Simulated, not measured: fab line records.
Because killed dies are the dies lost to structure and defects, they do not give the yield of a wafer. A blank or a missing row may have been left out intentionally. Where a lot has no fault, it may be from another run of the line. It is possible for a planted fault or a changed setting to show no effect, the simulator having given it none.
Matching of chambers ; flow nandHarc ; NHARC_A_STAIRCASE_TRIM_220 on rieDiel-04 has 4 sister chambers
The step chemistry O2, time 211.2 s. 8 wafers are shown with their chamber, then 8 later ones without.

== WAFERS WITH THEIR CHAMBER ==
wafer;chamber;drypumpMotorCurrentA (A);showerheadPlenumPTorr (Torr)
L321.3;2;5.0;3.56
L321.6;2;5.0;3.56
L329.1;3;5.6;3.66
L328.4;3;5.6;3.65
L328.5;0;5.9;3.61
L331.5;1;5.9;3.63
L331.6;0;5.9;3.60
L340.2;1;5.8;3.61

== WAFERS WITHOUT THEIR CHAMBER ==
wafer;drypumpMotorCurrentA (A);showerheadPlenumPTorr (Torr)
L340.4;5.0;3.53
L340.6;5.9;3.61
L343.2;5.0;3.52
L343.3;5.8;3.61
L343.5;5.0;3.52
L344.2;5.9;3.58
L344.3;5.9;3.60
L344.5;5.0;3.52

== THE CHAMBER EACH PASSED THROUGH ==
wafer;from the rows above;in truth
L340.4;2;2
L340.6;can't be placed: 0 or 1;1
L343.2;2;2
L343.3;can't be placed: 1 or 0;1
L343.5;2;2
L344.2;can't be placed: 0 or 1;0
L344.3;0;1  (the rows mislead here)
L344.5;2;2
4 of 8 placed correctly. Can't be placed from these rows: 3 (the true chamber is among the candidates in 3). 1 placed wrongly.
How it was worked out, from the rows above alone: a wafer's distance from a chamber is the root of the sum, over the readings, of the square of ((its reading less the chamber's mean) divided by the reading's scatter). The wafer belongs to the nearest chamber; if the next one is less than 2 further off, it can't be placed. Each chamber's mean is taken over the wafers shown for it. How the scatter is found: for the shown wafers, subtract from each reading the mean of its chamber, square and add these, divide the total by (wafers less chambers), then take the root.
